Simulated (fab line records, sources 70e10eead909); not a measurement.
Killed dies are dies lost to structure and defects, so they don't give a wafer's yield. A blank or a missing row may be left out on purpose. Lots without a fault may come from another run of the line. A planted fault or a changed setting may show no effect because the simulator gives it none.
fab line records | flow nand_harc
record lots=12 wafers=36 last_day=27
route steps=1159 shown A_STAIRCASE@548 A_BONDPAD@1076 THIN_TSV@1119 END@1159
lots that met no fault: from a run of the same line without faults
start_h: hours from the record's first day to the start of the lot's first wafer shown | wait_h: hours since the lot's step before | " the same as in the row above | L1.1+2: a row that stands for several wafers | - no value, or no start given | * or withheld: withheld | < > ~ a bound
route shown NAME@n: a module of which the file shows steps, and the number in the route of the first | usual: mean/standard deviation of fault-free wafers | same: alike in all rows | chamber/n: place in a boat | sites: the reading at each site | _std_site: their standard deviation | _edge_site: outer sites' mean less inner sites' | radius_mm: how far each site lies from the wafer's centre | mask NAME#n: copy n | behind: the tool/chamber that last shaped the wafer | hold: why the lot was held/for how many hours/how that ended | device: the transistor (n, p or np) that didn't switch | end of line: the same wafers' tests at the end of the route | a step without rows: its recipe alone | killed: dies lost to structure and defects at the first sort, not the wafer's yield | map: a wafer's dies, x killed, . not, _ none there
set.NAME: the setting as run; set.NAME@STEP: as run at that earlier step | model.NAME: the simulator's own value behind a step, which no gauge read
steps of the route over a sample of lots; a table a step, a row a wafer
services: from which hour (start_h, from the record's first day; less than 0 if before it) a tool's chamber was out of use, for how many hours, and why
## steps
# step NHARC_A_STAIRCASE_TRIM_12
# recipe time_s=211.2 o2_flow_sccm=500 ar_flow_sccm=0 bias_w=0 chemistry=O2
# usual drypump_motor_current_A=5.5/0.39 oes_product_au=1.001/0.0089 rf_vpp_V=57.6/0.94 showerhead_plenum_p_Torr=3.51/0.15 throttle_valve_pct=17.037/0.0087
# columns lot.wafer tool chamber start_h wait_h drypump_motor_current_A oes_product_au rf_hours_counter_h rf_vpp_V showerhead_plenum_p_Torr throttle_valve_pct
L146.1 rie_diel-09 1 220.11 0.1 5.4 0.993 52 56.8 3.28 17.044
L146.6 " 2 " " 5.3 0.994 - 58.8 3.57 17.044
L146.5 " 3 " " 5.2 1.001 - 59.1 3.56 17.032
L148.3 rie_diel-13 1 251.48 0.1 5.4 0.993 51 57.9 3.46 17.050
L148.4 " 2 " " 5.7 0.999 50 59.2 3.34 17.034
L148.1 " 3 " " 6.6 0.996 52 56.5 3.28 17.050
L147.3 rie_diel-11 3 251.88 0.1 5.7 0.998 17 57.8 3.46 17.031
L147.2 " 0 " " 5.5 1.007 17 58.1 3.33 17.043
L147.6 " 2 " " 5.8 1.001 - 56.5 3.47 17.036
L149.4 rie_diel-09 0 252.01 0.1 4.9 0.995 63 57.3 3.36 17.038
L149.1 " 1 " " 5.4 0.987 63 58.1 3.27 17.040
L149.6 " 1 " " 5.4 0.990 - 57.9 3.27 17.048
L153.2 rie_diel-09 2 280.57 0.2 5.3 0.996 6 58.3 3.56 17.015
L153.4 " 3 " " 5.2 1.015 6 57.3 3.55 17.036
L153.3 " 0 " " 4.8 1.002 4 56.6 3.36 17.030
L155.3 rie_diel-09 0 292.29 0.1 4.8 0.990 10 57.6 3.35 17.035
L155.5 " 2 " " 5.3 0.999 - 58.8 3.56 17.047
L155.6 " 3 " " 5.3 0.998 - 58.4 3.55 17.027
L158.2 rie_diel-13 1 308.70 0.1 5.4 0.996 9 59.6 3.44 17.047
L158.4 " 2 " " 5.7 1.000 9 56.2 3.33 17.032
L158.6 " 0 " " 5.5 1.009 - 59.2 3.59 17.036
L160.2 rie_diel-09 3 309.09 0.1 5.2 1.007 18 57.4 3.55 17.046
L160.6 " 1 " " 5.4 0.990 - 56.5 3.80 17.036
L160.5 " 2 " " 5.2 0.998 - 58.4 3.55 17.024
L157.4 rie_diel-09 0 312.70 0.1 4.8 0.998 17 55.9 3.35 17.037
L157.5 " 0 " " 4.8 0.993 - 57.4 3.35 17.040
L157.6 " 1 " " 5.4 0.991 - 58.2 3.80 17.047
L161.2 rie_diel-13 1 332.24 0.1 5.4 1.004 17 56.2 3.44 17.019
L161.3 " 2 " " 5.7 1.010 17 57.0 3.32 17.036
L161.6 " 0 " " 5.4 1.018 - 58.2 3.59 17.040
L162.1 rie_diel-11 2 332.47 0.1 5.8 1.004 51 56.6 3.45 17.051
L162.2 " 3 " " 5.7 1.006 50 57.3 3.44 17.026
L162.5 " 0 " " 5.5 1.006 - 58.3 3.32 17.041
L168.2 rie_diel-11 2 361.08 0.3 5.8 1.013 61 56.9 3.45 17.051
L168.5 " 3 " " 5.7 1.005 - 57.2 3.44 17.028
L168.6 " 0 " " 5.5 1.018 - 57.6 3.31 17.039
# step NHARC_A_BONDPAD_ETCH_34
# recipe target_depth_a=600 overetch_a=180 time_s=65.91 ion_energy_ev=200 n2_flow_sccm=150 h2_flow_sccm=150 ar_flow_sccm=0 rf_w=400 bias_w=150 chemistry=N2/H2
# usual drypump_motor_current_A=5.61/0.3 oes_product_au=0.999/0.0071 rf_vpp_V=429.5/1.8 showerhead_plenum_p_Torr=2.00/0.057 throttle_valve_pct=14.171/0.0088
# columns lot.wafer tool chamber start_h wait_h drypump_motor_current_A oes_product_au rf_hours_counter_h rf_vpp_V showerhead_plenum_p_Torr throttle_valve_pct
L146.1 rie_diel-04 3 438.59 0.1 4.97 0.998 23 430.7 2.04 14.158
L146.5 " 0 " " 5.53 1.000 - 427.3 1.90 14.169
L146.6 " 1 " " 5.84 0.996 - 430.7 2.02 14.177
L147.2 rie_diel-03 1 444.58 0.1 5.68 0.999 2 431.5 2.06 14.167
L147.3 " 3 " " 5.55 0.996 2 428.5 1.97 14.173
L147.6 " 2 " " 5.42 1.001 - 430.2 2.04 14.188
L148.3 rie_diel-03 3 446.69 0.1 5.56 0.999 2 430.3 1.97 14.166
L148.1 " 1 " " 5.69 0.987 2 429.5 2.06 14.162
L148.4 " 2 " " 5.41 0.993 2 429.9 2.04 14.167
L149.1 rie_diel-03 1 450.72 0.1 5.70 1.003 3 433.0 2.06 14.162
L149.4 " 2 " " 5.41 0.993 2 431.1 2.04 14.159
L149.6 " 3 " " 5.58 1.003 - 429.1 1.97 14.163
L155.3 rie_diel-03 3 524.83 0.1 5.56 0.989 5 429.5 1.97 14.160
L155.5 " 3 " " 5.55 1.003 - 428.5 1.97 14.176
L155.6 " 0 " " 5.97 0.996 - 429.7 1.97 14.174
L160.2 rie_diel-03 1 525.83 0.1 5.65 1.009 5 431.3 2.06 14.180
L160.5 " 3 " " 5.55 0.997 - 428.0 1.97 14.169
L160.6 " 0 " " 5.94 1.016 - 428.1 1.97 14.166
L157.4 rie_diel-03 3 533.88 0.1 5.57 0.992 5 428.9 1.97 14.168
L157.5 " 1 " " 5.66 1.005 - 430.6 2.06 14.182
L157.6 " 2 " " 5.40 0.994 - 429.6 2.04 14.176
L153.4 rie_diel-03 3 556.02 0.1 5.55 0.994 6 427.6 1.97 14.172
L153.3 " 0 " " 5.97 0.999 6 428.1 1.97 14.194
L153.2 " 1 " " 5.64 1.005 6 433.0 2.06 14.174
L158.2 rie_diel-03 0 562.77 0.1 5.97 1.010 6 427.6 1.97 14.184
L158.4 " 2 " " 5.41 1.003 6 429.9 2.04 14.157
L158.6 " 1 " " 5.65 0.992 - 432.0 2.06 14.187
L161.2 rie_diel-03 2 568.55 0.1 5.41 1.005 6 430.4 2.04 14.170
L161.3 " 3 " " 5.57 0.989 6 428.0 1.97 14.178
L161.6 " 3 " " 5.57 1.009 - 429.2 1.97 14.167
L162.1 rie_diel-13 3 572.82 0.3 6.52 0.982 47 434.5 2.18 14.183
L162.2 " 2 " " 5.72 0.988 51 426.1 1.88 14.169
L162.5 " 3 " " 6.51 0.996 - 434.1 2.18 14.158
L168.2 rie_diel-03 0 583.26 0.1 5.98 0.993 1 429.3 1.97 14.169
L168.6 " 1 " " 5.68 0.987 - 430.4 2.06 14.176
L168.5 " 2 " " 5.42 0.979 - 429.9 2.03 14.168
# step NHARC_A_BONDPAD_DEGAS_25
# recipe temp_c=300 time_s=60
# usual heater_power_w=487/38
# columns lot.wafer tool chamber start_h wait_h heater_power_w
L146.1 pvd_sputter-03 - 439.45 - 516
L146.6 " - " " 511
L146.5 " - " " 520
L147.2 pvd_sputter-02 - 445.46 - 464
L147.3 " - " " 442
L147.6 " - " " 561
L148.1 pvd_sputter-01 - 447.56 - 484
L148.3 " - " " 476
L148.4 " - " " 525
L149.4 pvd_sputter-02 - 451.63 - 491
L149.1 " - " " 443
L149.6 " - " " 561
L155.3 pvd_sputter-01 - 525.72 - 534
L155.5 " - " " 470
L155.6 " - " " 485
L160.2 pvd_sputter-01 - 526.72 - 481
L160.5 " - " " 525
L160.6 " - " " 473
L157.4 pvd_sputter-03 - 534.72 - 418
L157.5 " - " " 421
L157.6 " - " " 491
L153.4 pvd_sputter-01 - 556.87 - 534
L153.3 " - " " 491
L153.2 " - " " 481
L158.4 pvd_sputter-02 - 563.63 - 466
L158.2 " - " " 439
L158.6 " - " " 459
L161.3 pvd_sputter-01 - 569.42 - 475
L161.2 " - " " 490
L161.6 " - " " 540
L162.1 pvd_sputter-01 - 573.95 - 494
L162.2 " - " " 542
L162.5 " - " " 484
L168.2 pvd_sputter-02 - 584.28 - 453
L168.6 " - " " 442
L168.5 " - " " 529
# step NHARC_THIN_TSV_ETCH_44
# recipe target_depth_a=15942 time_s=797.1 cf4_flow_sccm=150 o2_flow_sccm=10 ar_flow_sccm=0 rf_w=300 bias_w=800 chemistry=CF4/O2
# usual drypump_motor_current_A=5.6/0.38 oes_product_au=1.000/0.0067 rf_vpp_V=795/4.7 showerhead_plenum_p_Torr=1.84/0.075 throttle_valve_pct=16.915/0.0091
# columns lot.wafer tool chamber start_h wait_h drypump_motor_current_A oes_product_au rf_hours_counter_h rf_vpp_V showerhead_plenum_p_Torr throttle_valve_pct
L146.1 rie_diel-02 3 454.29 0.1 5.5 1.003 8 792 1.80 16.908
L146.6 " 2 " " 5.8 0.991 - 803 1.96 16.912
L146.5 " 3 " " 5.5 1.001 - 792 1.80 16.903
L148.3 rie_diel-02 3 460.35 0.1 5.5 0.998 9 792 1.80 16.919
L148.4 " 0 " " 6.0 0.989 8 792 1.79 16.906
L148.1 " 2 " " 5.8 0.999 8 801 1.96 16.903
L147.3 rie_diel-06 3 461.75 0.1 5.1 1.000 3 801 1.94 16.912
L147.2 " 1 " " 6.1 0.996 3 801 1.95 16.911
L147.6 " 2 " " 5.6 1.004 - 793 1.82 16.921
L149.4 rie_diel-05 1 468.57 0.1 6.2 0.992 6 794 1.81 16.911
L149.1 " 3 " " 5.2 1.001 6 796 1.85 16.934
L149.6 " 1 " " 6.2 0.991 - 793 1.81 16.926
L155.3 rie_diel-05 0 541.27 0.2 5.1 1.006 0 793 1.81 16.913
L155.5 " 2 " " 5.1 0.988 - 789 1.74 16.926
L155.6 " 3 " " 5.2 1.001 - 796 1.85 16.902
L160.2 rie_diel-05 3 543.79 0.2 5.2 1.014 1 794 1.85 16.919
L160.6 " 1 " " 6.2 1.009 - 793 1.81 16.905
L160.5 " 2 " " 5.1 1.008 - 790 1.74 16.924
L157.4 rie_diel-05 2 550.59 0.1 5.1 0.997 2 789 1.74 16.922
L157.5 " 2 " " 5.1 0.987 - 789 1.74 16.937
L157.6 " 3 " " 5.2 1.008 - 795 1.85 16.916
L153.2 rie_diel-06 0 571.34 0.1 5.8 0.992 14 787 1.70 16.916
L153.4 " 2 " " 5.6 1.006 14 794 1.82 16.923
L153.3 " 3 " " 5.2 1.005 14 802 1.94 16.916
L158.4 rie_diel-05 1 578.77 0.2 6.2 0.996 3 792 1.81 16.910
L158.2 " 2 " " 5.1 0.990 4 788 1.74 16.912
L158.6 " 0 " " 5.1 1.001 - 793 1.81 16.906
L161.3 rie_diel-02 0 583.87 0.1 6.0 0.996 4 792 1.79 16.907
L161.2 " 1 " " 5.5 0.998 3 803 1.95 16.902
L161.6 " 0 " " 6.0 1.001 - 791 1.79 16.925
L162.2 rie_diel-05 3 589.41 0.1 5.1 0.988 5 795 1.84 16.920
L162.1 " 0 " " 5.1 0.993 5 793 1.81 16.911
L162.5 " 3 " " 5.2 1.007 - 795 1.84 16.913
L168.2 rie_diel-02 1 600.40 0.2 5.5 1.005 7 802 1.95 16.919
L168.6 " 3 " " 5.5 1.004 - 792 1.79 16.913
L168.5 " 0 " " 6.0 1.013 - 792 1.79 16.920
# step NHARC_END_SORT_01
# recipe temp_c=25
# usual killed_at_array=28/11 killed_at_other=0.9/1.2 killed_at_periphery=2.6/2.1 killed_dies=31/11 killed_open=3.1/1.7 killed_short=1.9/1.3
# same gross_dies=677
# columns lot.wafer tool chamber start_h wait_h killed_at_array killed_at_other killed_at_periphery killed_dies killed_open killed_short
L160.2 prober-02 0 557.66 2.8 33 1 1 35 1 5
L160.5 prober-02 0 560.05 3.7 32 2 0 34 6 2
L160.6 prober-02 0 560.85 4.0 103 0 2 105 2 2
L157.4 prober-01 0 574.90 3.4 36 1 2 39 2 1
L157.5 prober-01 0 575.70 3.7 30 0 0 30 0 2
L157.6 prober-01 0 576.51 4.0 106 0 3 109 3 1
# killed by level:class
L160.2 A_CHANNEL_HOLE_D1:chamber_film_flake=18 A_CONTACT:chamber_film_flake=7 A_WL_FILL:geometric_particle:short=3 A_STAIRCASE:chamber_film_flake=2 A_ONON_D1:geometric_particle:open=1 A_M0:geometric_particle:short=1 P_ZERO_WELL:chamber_film_flake=1 STARTING-WAFER:geometric_particle:short=1
L160.5 A_CHANNEL_HOLE_D1:chamber_film_flake=17 A_CONTACT:chamber_film_flake=5 A_CONTACT:geometric_particle:open=3 A_WL_FILL:geometric_particle:short=2 A_STAIRCASE:chamber_film_flake=2 A_SOURCE_PLATE:geometric_particle:open=1 A_CHANNEL_FILL_D1:geometric_particle:open=1 STARTING-WAFER:geometric_particle:open=1
L160.6 A_STAIRCASE:unspecified=69 A_CHANNEL_HOLE_D1:chamber_film_flake=24 A_CONTACT:chamber_film_flake=5 P_CONTACT:geometric_particle:short=1 A_ONON_D1:geometric_particle:open=1 A_CHANNEL_FILL_D1:geometric_particle:open=1 A_CHANNEL_FILL_D1:geometric_particle:short=1 P_ZERO_WELL:chamber_film_flake=1
L157.4 A_CHANNEL_HOLE_D1:chamber_film_flake=17 A_SLIT:chamber_film_flake=13 A_M1:geometric_particle:open=2 A_ZERO_WELL:chamber_film_flake=2 P_STI:geometric_particle:short=1 P_ZERO_WELL:chamber_film_flake=1 THIN_TSV:chamber_film_flake=1 A_CHANNEL_FILL_D1:chamber_film_flake=1
L157.5 A_CHANNEL_HOLE_D1:chamber_film_flake=18 A_SLIT:chamber_film_flake=9 A_CHANNEL_HOLE_D1:geometric_particle:short=1 A_M0:geometric_particle:short=1 A_CHANNEL_FILL_D1:chamber_film_flake=1
L157.6 A_STAIRCASE:unspecified=72 A_CHANNEL_HOLE_D1:chamber_film_flake=18 A_SLIT:chamber_film_flake=10 A_CHANNEL_FILL_D1:geometric_particle:open=2 A_CHANNEL_FILL_D1:chamber_film_flake=2 P_M0:geometric_particle:open=1 P_M1:geometric_particle:short=1 P_M0:chamber_film_flake=1
## services
# columns tool chamber start_h hours kind
rie_diel-05 2 196.12 5.2 repair
rie_diel-03 - 215.30 9.0 pm
rie_diel-05 - 232.53 0.5 repair
rie_diel-05 1 238.32 8.1 repair
rie_diel-09 - 254.15 9.0 pm
rie_diel-09 1 290.16 10.6 repair
rie_diel-03 1 290.65 4.2 repair
rie_diel-03 0 309.66 5.1 repair
pvd_sputter-01 - 318.74 12.3 repair
rie_diel-05 2 331.45 1.7 repair
rie_diel-03 2 332.35 6.6 repair
pvd_sputter-01 - 336.00 10.0 pm
rie_diel-05 - 340.60 9.0 pm
rie_diel-09 - 350.67 2.0 repair
rie_diel-03 - 392.30 9.0 pm
pvd_sputter-01 - 404.17 4.2 repair
rie_diel-03 0 414.08 4.3 repair
rie_diel-09 - 431.29 9.0 pm
pvd_sputter-01 - 463.54 1.1 repair
rie_diel-03 3 511.68 5.4 repair
pvd_sputter-01 - 514.00 10.0 pm
rie_diel-09 0 514.20 3.6 repair
rie_diel-03 - 569.30 9.0 pm
rie_diel-03 3 600.01 26.9 repair
## key
first_sign step=NHARC_END_SORT_01 reading=killed_at_array direction=up sigmas=7.2 usual=28 struck=104
effect step=NHARC_END_SORT_01 reading=killed_dies direction=up sigmas=7 usual=31 struck=107
more_kills_born_at NHARC_A_STAIRCASE_TRIM_12@rie_diel-09=141
met_at NHARC_A_STAIRCASE_TRIM_12
struck_lots L157,L160
struck_wafers L157.6,L160.6
tester_left_out L157,L160
not_acting_at NHARC_A_BONDPAD_ETCH_34,NHARC_A_BONDPAD_DEGAS_25,NHARC_THIN_TSV_ETCH_44
onset_between 252.01 309.09
fault kind=chamber_particle_source tool=rie_diel-09 chamber=1 onset_h=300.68 steps=NHARC_A_STAIRCASE_TRIM_12 rate_per_visit_cm2=2.05 end_h=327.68
# tester_left_out: of these lots the tester's yield and bins aren't shown, on N5 and GAA mostly nor the transistor test; their killed dies are dies lost to structure and defects alone, not to doping, threshold or leakage, so they don't give the yield
